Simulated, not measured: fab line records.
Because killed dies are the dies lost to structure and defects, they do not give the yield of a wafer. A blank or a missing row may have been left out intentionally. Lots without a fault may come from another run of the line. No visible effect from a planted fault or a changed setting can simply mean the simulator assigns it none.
Matching of chambers :: flow n5_finfet :: rie_diel-06 running N5_BEOL_M0_SAQP_STRIP_108: 4 sister chambers
The step strips in N2/H2. 14 wafers are shown with their chamber, then 7 later ones without.

## WAFERS WITH THEIR CHAMBER
wafer: L075.2
chamber: 3
drypump_motor_current_A (A): 6.0
showerhead_plenum_p_Torr (Torr): 3.19
throttle_valve_pct (%): 19.16

wafer: L075.4
chamber: 0
drypump_motor_current_A (A): 5.3
showerhead_plenum_p_Torr (Torr): 3.13
throttle_valve_pct (%): 18.97

wafer: L075.6
chamber: 3
drypump_motor_current_A (A): 6.0
showerhead_plenum_p_Torr (Torr): 3.19
throttle_valve_pct (%): 19.18

wafer: L079.1
chamber: 3
drypump_motor_current_A (A): 6.0
showerhead_plenum_p_Torr (Torr): 3.19
throttle_valve_pct (%): 19.19

wafer: L079.4
chamber: 1
drypump_motor_current_A (A): 6.5
showerhead_plenum_p_Torr (Torr): 3.33
throttle_valve_pct (%): 19.21

wafer: L079.6
chamber: 0
drypump_motor_current_A (A): 5.3
showerhead_plenum_p_Torr (Torr): 3.12
throttle_valve_pct (%): 18.97

wafer: L084.1
chamber: 0
drypump_motor_current_A (A): 5.3
showerhead_plenum_p_Torr (Torr): 3.12
throttle_valve_pct (%): 18.98

wafer: L084.4
chamber: 2
drypump_motor_current_A (A): 6.1
showerhead_plenum_p_Torr (Torr): 3.44
throttle_valve_pct (%): 18.78

wafer: L084.6
chamber: 0
drypump_motor_current_A (A): 5.3
showerhead_plenum_p_Torr (Torr): 3.12
throttle_valve_pct (%): 18.97

wafer: L089.2
chamber: 3
drypump_motor_current_A (A): 6.0
showerhead_plenum_p_Torr (Torr): 3.18
throttle_valve_pct (%): 19.20

wafer: L089.3
chamber: 0
drypump_motor_current_A (A): 5.2
showerhead_plenum_p_Torr (Torr): 3.11
throttle_valve_pct (%): 19.00

wafer: L089.6
chamber: 1
drypump_motor_current_A (A): 6.5
showerhead_plenum_p_Torr (Torr): 3.33
throttle_valve_pct (%): 19.27

wafer: L090.3
chamber: 1
drypump_motor_current_A (A): 6.5
showerhead_plenum_p_Torr (Torr): 3.33
throttle_valve_pct (%): 19.26

wafer: L090.4
chamber: 0
drypump_motor_current_A (A): 5.3
showerhead_plenum_p_Torr (Torr): 3.11
throttle_valve_pct (%): 19.00

SIGNATURES (averages over the wafers above)
reading: drypump_motor_current_A
chamber 0: 5.283
chamber 1: 6.500
chamber 2: 6.100
chamber 3: 6.000
scatter within a chamber: 0.0289

reading: showerhead_plenum_p_Torr
chamber 0: 3.1183
chamber 1: 3.3300
chamber 2: 3.4400
chamber 3: 3.1875
scatter within a chamber: 0.00599

reading: throttle_valve_pct
chamber 0: 18.9817
chamber 1: 19.2467
chamber 2: 18.7800
chamber 3: 19.1825
scatter within a chamber: 0.0201
Rule: a wafer's distance from a chamber is the root of the sum, over the readings, of the square of ((its reading less the chamber's mean) divided by the reading's scatter). If the next closest chamber is less than 2 further off than the closest, the wafer can't be placed; otherwise it belongs to the closest. The scatter: the root of (the sum of the squares of (reading less its chamber's mean) over the shown wafers, divided by (wafers less chambers)).

## WAFERS MISSING THEIR CHAMBER
wafer: L090.5
drypump_motor_current_A (A): 6.5
showerhead_plenum_p_Torr (Torr): 3.33
throttle_valve_pct (%): 19.27

wafer: L094.1
drypump_motor_current_A (A): 5.2
showerhead_plenum_p_Torr (Torr): 3.11
throttle_valve_pct (%): 19.03

wafer: L094.2
drypump_motor_current_A (A): 6.0
showerhead_plenum_p_Torr (Torr): 3.17
throttle_valve_pct (%): 19.21

wafer: L094.5
drypump_motor_current_A (A): 5.2
showerhead_plenum_p_Torr (Torr): 3.11
throttle_valve_pct (%): 19.01

wafer: L097.2
drypump_motor_current_A (A): 6.1
showerhead_plenum_p_Torr (Torr): 3.42
throttle_valve_pct (%): 18.82

wafer: L097.3
drypump_motor_current_A (A): 6.5
showerhead_plenum_p_Torr (Torr): 3.32
throttle_valve_pct (%): 19.28

wafer: L097.6
drypump_motor_current_A (A): 6.0
showerhead_plenum_p_Torr (Torr): 3.17
throttle_valve_pct (%): 19.24

## CHAMBER TAKEN BY EACH
wafer: L090.5
from the rows above: 1
in truth: 1

wafer: L094.1
from the rows above: 0
in truth: 0

wafer: L094.2
from the rows above: 3
in truth: 3

wafer: L094.5
from the rows above: 0
in truth: 0

wafer: L097.2
from the rows above: 2
in truth: 2

wafer: L097.3
from the rows above: 1
in truth: 1

wafer: L097.6
from the rows above: 3
in truth: 3
Correct placement for 7 of the 7. Can't be placed from these rows: 0. Wrongly placed: 0.
